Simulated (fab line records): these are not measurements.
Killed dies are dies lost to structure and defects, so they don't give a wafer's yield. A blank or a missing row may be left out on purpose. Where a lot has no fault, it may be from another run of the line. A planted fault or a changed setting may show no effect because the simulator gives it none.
Struck lot and sound lot, side by side + flow nand-harc + 15 steps out of a route of 1159
Sound: these wafers, L560.3, L560.5, L560.6. Wafers struck: L562.1, L562.3, L562.6. The cause comes at the end.
At each step with rows: each side's tool, then ch and its chambers, then its first start. Under that, the readings that differ: sound wafers + struck wafers + difference of the means + sigmas: that difference in standard deviations of wafers without a fault.
alike: readings with means less than 2 such deviations apart, plus words and numbers identical on both sides. not compared: withheld readings, readings lacking a value on some wafer, bounds such as >300 that could conceal the same value, and numbers that have no deviation in the record and whose values overlap.
Wherever a step has rows on one side only, a row that says differs or no value, or a row with sigmas, the two part there. Numbers that have no deviation but don't overlap get no sigmas and don't part them. Lack of a reading on every wafer of one side parts them only where that side has two or more wafers.

NHARC_A_CONTACT_OVL_MEAS_70:
  sound: overlay-01 at day 19 05:30; struck: overlay-02 at day 19 15:33
  alike: overlay-x-nm, overlay-y-nm
NHARC_A_CONTACT_INSPECT_71:
  sound: defect-inspect-01 at day 19 05:32; struck: defect-inspect-01 at day 19 15:35
  alike: raw-defect-count
NHARC_A_CONTACT_DESCUM_74: chemistry O2, time 3 s.
  sound on rie-diel-12 ch 0,3, day 19 05:35; struck on rie-diel-02 ch 1,2,3, day 19 15:40
  alike: drypump-motor-current-A, oes-product-au, rf-vpp-V, showerhead-plenum-p-Torr, throttle-valve-pct
  not compared: rf-hours-counter-h
then, 1 step without rows for these wafers: NHARC_A_CONTACT_ETCH_75 (etches the open film in CF4, target depth 39 nm, time 65 s).
NHARC_A_CONTACT_ETCH_76: etches the open film in N2/H2, target depth 260 nm, time 475.3 s.
  sound: rie-diel-12 ch 0,1,3; struck: rie-diel-02 ch 0,1,3
  alike: bias-w, chamber-pressure-mTorr, drypump-motor-current-A, oes-product-au, rf-vpp-V, showerhead-plenum-p-Torr, throttle-valve-pct
  not compared: rf-hours-counter-h
NHARC_A_CONTACT_ETCH_77: etches the open film in CF4/CHF3, target depth 72.6 nm, time 36.3 s.
  sound: rie-diel-12 ch 1,2; struck: rie-diel-02 ch 1,3
  alike: bias-w, cf4-flow-sccm, drypump-motor-current-A, oes-product-au, rf-vpp-V, showerhead-plenum-p-Torr, throttle-valve-pct
  not compared: rf-hours-counter-h
NHARC_A_CONTACT_ETCH_78: etches the open film in O2/COS, target depth 2800 nm, time 728 s.
  sound: rie-diel-12 ch 2,3; struck: rie-diel-02 ch 0,1,3
  alike: bias-w, chamber-pressure-mTorr, cos-flow-sccm, drypump-motor-current-A, oes-product-au, rf-vpp-V, showerhead-plenum-p-Torr, throttle-valve-pct
  not compared: rf-hours-counter-h
NHARC_A_CONTACT_ETCH_124: etches the open film in C4F8/O2/Ar, time 140 s, target depth 700 nm.
  sound on har-cap-etch-02 ch 0,1, day 19 06:49; struck on har-cap-etch-03 ch 0,1, day 19 16:50
  alike: chamber-pressure-mTorr, oes-air-line-au
  not compared: rf-hours-counter-h
then, 4 steps without rows for these wafers: NHARC_A_CONTACT_ETCH_125 (etches the open film in C4F8/O2/Ar, time 155 s, target depth 956 nm); NHARC_A_CONTACT_ETCH_126 (etches the open film in C4F8/O2/Ar, time 155 s, target depth 956 nm); NHARC_A_CONTACT_ETCH_127 (etches the open film in C4F8/O2/Ar, time 155 s, target depth 956 nm); NHARC_A_CONTACT_ETCH_128 (etches the open film in C4F8/O2/Ar, time 155 s, target depth 956 nm).
NHARC_A_CONTACT_ETCH_129: etches the open film in C4F8/O2/Ar, time 155 s, target depth 956 nm.
  sound on har-cap-etch-02 ch 0,1, day 19 07:34; struck on har-cap-etch-03 ch 0,1, day 19 17:35
  no value came back on the struck wafers for chamber-pressure-mTorr (mTorr), oes-air-line-au (a.u.); on the sound wafers chamber-pressure-mTorr (mTorr) reads 19.978 19.991 20.010
  not compared: rf-hours-counter-h
then, 1 step without rows for these wafers: NHARC_A_CONTACT_ETCH_130 (etches the open film in C4F8/O2/Ar, time 155 s, target depth 956 nm).
-- break in the record here, with 2 days between the starts of the struck wafers on either side (left off in module A_CONTACT, picked up again in module END, where the first step shown is number 1159 on the route) --
NHARC_END_SORT_01:
  at this point the record logs the struck wafers (prober-01 ch 0, day 22 02:13) and has no rows for the sound ones

## WHERE THEY PART
Last at NHARC_END_SORT_01 as far as this record goes, first at NHARC_A_CONTACT_ETCH_129.

WHY: what the simulator had put in
At NHARC_A_CONTACT_ETCH_129, the step was skipped entirely on har-cap-etch-03 from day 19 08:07 on. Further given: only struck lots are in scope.
